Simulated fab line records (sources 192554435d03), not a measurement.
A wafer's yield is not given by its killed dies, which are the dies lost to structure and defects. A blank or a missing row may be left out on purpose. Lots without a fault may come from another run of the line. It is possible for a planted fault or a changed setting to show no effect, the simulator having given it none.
A struck lot beside a sound one ; flow n5Finfet ; 16 steps out of a route of 1938
Sound: wafers L941.1, L941.3, L941.6. Struck: wafer L959.6. (L959.2, L959.3 of the same lot were not struck and are left out.) The cause comes at the end.
At each step with rows: each side's tool, then ch and its chambers, then its first start. Under that, the readings that differ: sound wafers ; struck wafers ; difference of the means ; sigmas: that difference in standard deviations of wafers without a fault.
alike: words and numbers the same on both sides, and readings whose means are apart by under 2 such deviations; not compared: readings that were withheld, readings missing a value for some wafer, numbers with overlapping values and no deviation given by the record, and bounds like >300 which may hide the same value.
A row with sigmas, a row that says differs or no value, or rows on one side alone: a step with any of these is where the two part. Non-overlapping numbers with no deviation appear without sigmas and do not part them. A reading that every wafer of one side lacks parts them only if that side has two wafers or more.

N5_GATE_CUT_OVL_MEAS_14:
  sound on overlay-01 ch 0, day 5 08:19; struck on overlay-01 ch 0, day 9 18:26
  alike: GATE_CUT_OVL
N5_GATE_CUT_INSPECT_15: inspects for defects (brightfield).
  struck on defectInspect-02, day 9 18:29; sound on defectInspect-02, day 5 08:23
  alike: rawDefectCount
then, 1 step without rows for these wafers: N5_GATE_CUT_DESCUM_18 (chemistry O2, time 7 s).
N5_GATE_CUT_ETCH_28: etches underlayer in N2/H2, target depth 13 nm, time 10.4 s.
  sound on rieDiel-03 ch 0,1,2, day 5 08:27; struck on rieDiel-04 ch 3, day 9 18:33
reading;sound;struck;difference;sigmas
rfVppV (V);519.6 525.3 522.3;529.4;+7.0;+3
showerheadPlenumPTorr (Torr);2.46 2.55 2.48;2.69;+0.19;+2
  alike: drypumpMotorCurrentA, etchRfOnTimeS, oesProductAu, throttleValvePct
  not compared: rfHoursCounterH
then, 1 step without rows for these wafers: N5_GATE_CUT_ETCH_36 (etches SiARC in CF4, target depth 13 nm, time 21.7 s).
N5_GATE_CUT_ETCH_37: etches SOC in N2/H2, target depth 60 nm, overetch 12 nm, time 90 s.
  sound on rieDiel-03 ch 0,1,2, day 5 08:29; struck on rieDiel-04 ch 3, day 9 18:35
reading;sound;struck;difference;sigmas
showerheadPlenumPTorr (Torr);2.46 2.55 2.48;2.69;+0.19;+2
  alike: drypumpMotorCurrentA, oesProductAu, rfVppV, tempC, throttleValvePct
  not compared: rfHoursCounterH
then, 2 steps without rows for these wafers: N5_GATE_CUT_STRIP_38 (strips in N2/H2); N5_GATE_CUT_STRIP_39 (strips in N2/H2).
N5_GATE_CUT_HM_OPEN_40: chemistry C4F6/O2, target SiO2, target depth 139 nm, time 85.1 s.
  sound on rieDiel-03 ch 0,1,2, day 5 08:35; struck on rieDiel-04 ch 3, day 9 18:41
reading;sound;struck;difference;sigmas
rfVppV (V);667 683 693;655;-26;-2
showerheadPlenumPTorr (Torr);2.73 2.88 2.79;3.02;+0.22;+2
  alike: drypumpMotorCurrentA, etchRfOnTimeS, oesProductAu, throttleValvePct
  not compared: rfHoursCounterH
then, 1 step without rows for these wafers: N5_GATE_CUT_STRIP_41 (strips in CF4).
N5_GATE_CUT_STRIP_42: strips in O2.
  sound on rieDiel-03 ch 0,1,2, day 5 08:40; struck on rieDiel-04 ch 3, day 9 18:46
reading;sound;struck;difference;sigmas
showerheadPlenumPTorr (Torr);2.01 2.10 2.03;2.24;+0.19;+2
  alike: drypumpMotorCurrentA, oesProductAu, rfVppV, tempC, throttleValvePct
  not compared: rfHoursCounterH
then, 1 step without rows for these wafers: N5_GATE_CUT_ETCH_19 (etches SiNx in CH3F/O2, target depth 53.7 nm, time 76.7 s).
N5_GATE_CUT_CUT_ETCH_53: etches W in SF6/Cl2, target depth 79.2 nm.
  sound on rieMetal-02 ch 0, day 5 08:48; struck on rieMetal-01 ch 0, day 9 18:55
reading;sound;struck;difference;sigmas
drypumpMotorCurrentA (A);6.13 6.14 6.12;5.26;-0.87;-3
etchRfOnTimeS (s);26.3 26.3 26.4;19.4;-6.9;-14
  alike: oesProductAu, throttleValvePct
  not compared: rfHoursCounterH
N5_GATE_CUT_CUT_ETCH_54: etches TiN in Cl2/BCl3, target depth 96.7 nm.
  sound on rieMetal-02 ch 0, day 5 08:55; struck on rieMetal-01 ch 0, day 9 18:58
reading;sound;struck;difference;sigmas
drypumpMotorCurrentA (A);6.06 6.12 6.11;5.28;-0.82;-3
  alike: etchRfOnTimeS, oesProductAu, throttleValvePct
  not compared: rfHoursCounterH
-- here the record skips 4 days between the struck wafers' starts before and after, leaving off in module GATE_CUT and picking up in module BEOL_M4 (first step shown: number 1111 of the route) --
N5_BEOL_M4_RC_MEAS_101:
  sound on prober-02 ch 0, day 9 02:58; struck on prober-01 ch 0, day 14 04:32
  alike: DIBL_N, DIBL_P, IOFF_N, IOFF_P, ION_N, ION_P, SS_N, SS_P, VT_N, VT_P
N5_PASSIVATION_PROBE_49:
  the record has rows for the sound wafers here (prober-01, day 13 15:29) and none for the struck ones

== WHERE THEY PART ==
First at N5_GATE_CUT_ETCH_28; last, within this record, at N5_PASSIVATION_PROBE_49.

WHY: the cause the simulator had injected
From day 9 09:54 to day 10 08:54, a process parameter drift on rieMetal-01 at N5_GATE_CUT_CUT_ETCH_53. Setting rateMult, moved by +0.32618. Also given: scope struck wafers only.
